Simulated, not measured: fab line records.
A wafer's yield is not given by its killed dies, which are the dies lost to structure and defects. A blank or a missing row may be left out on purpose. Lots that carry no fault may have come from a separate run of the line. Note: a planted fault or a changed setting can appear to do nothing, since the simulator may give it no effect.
Chamber matching | flow n5_finfet | N5_MOL_CONTACT_COAG_ETCH_67 on rie_diel-04: 4 sister chambers
The step etches SOC in N2/H2, target depth 60 nm, overetch 21 nm, time 101.2 s. 16 wafers are shown with their chamber, then 8 later ones without.

== EACH WAFER AND ITS CHAMBER ==
wafer  | chamber | drypump_motor_current_A (A) | showerhead_plenum_p_Torr (Torr) | throttle_valve_pct (%)
L078.2 | 1       | 5.4                         | 2.61                            | 17.58
L078.3 | 3       | 6.5                         | 2.63                            | 17.83
L078.6 | 3       | 6.5                         | 2.63                            | 17.84
L079.1 | 1       | 5.4                         | 2.61                            | 17.59
L079.2 | 3       | 6.5                         | 2.63                            | 17.81
L079.5 | 1       | 5.4                         | 2.61                            | 17.59
L081.3 | 1       | 5.3                         | 2.60                            | 17.59
L081.4 | 0       | 5.2                         | 2.49                            | 17.52
L081.6 | 3       | 6.5                         | 2.63                            | 17.84
L085.3 | 3       | 6.5                         | 2.62                            | 17.87
L085.5 | 2       | 5.8                         | 2.50                            | 17.90
L085.6 | 3       | 6.5                         | 2.62                            | 17.87
L086.1 | 1       | 5.4                         | 2.60                            | 17.61
L086.3 | 1       | 5.4                         | 2.60                            | 17.61
L086.4 | 3       | 6.5                         | 2.62                            | 17.87
L094.3 | 1       | 5.4                         | 2.59                            | 17.63

SIGNATURES, as means of the wafers listed above
reading                  | chamber 0 | chamber 1 | chamber 2 | chamber 3 | scatter within a chamber
drypump_motor_current_A  | 5.200     | 5.386     | 5.800     | 6.500     | 0.0267
showerhead_plenum_p_Torr | 2.4900    | 2.6029    | 2.5000    | 2.6257    | 0.00655
throttle_valve_pct       | 17.5200   | 17.6000   | 17.9000   | 17.8471   | 0.0207
Rule: for each reading, subtract the chamber's mean from the wafer's reading, divide by that reading's scatter and square the result; add these up over the readings and take the root, which gives the wafer's distance from the chamber. If the next closest chamber is less than 2 further off than the closest, the wafer can't be placed; otherwise it belongs to the closest. The scatter: the root of (the sum of the squares of (reading less its chamber's mean) over the shown wafers, divided by (wafers less chambers)).

== WAFERS WITHOUT THEIR CHAMBER ==
wafer  | drypump_motor_current_A (A) | showerhead_plenum_p_Torr (Torr) | throttle_valve_pct (%)
L094.5 | 5.4                         | 2.59                            | 17.65
L094.6 | 5.2                         | 2.48                            | 17.11
L095.1 | 5.3                         | 2.48                            | 17.13
L095.3 | 6.5                         | 2.61                            | 17.90
L095.6 | 5.3                         | 2.59                            | 17.67
L096.1 | 6.5                         | 2.61                            | 17.93
L096.4 | 6.5                         | 2.61                            | 17.91
L096.5 | 5.2                         | 2.48                            | 17.12

== EACH ONE'S CHAMBER ==
wafer  | from the rows above | in truth
L094.5 | 1                   | 1
L094.6 | 0                   | 0
L095.1 | 0                   | 0
L095.3 | 3                   | 3
L095.6 | 1                   | 1
L096.1 | 3                   | 3
L096.4 | 3                   | 3
L096.5 | 0                   | 0
8 of 8 placed correctly. Left unplaced by these rows: 0. Placed wrongly: 0.
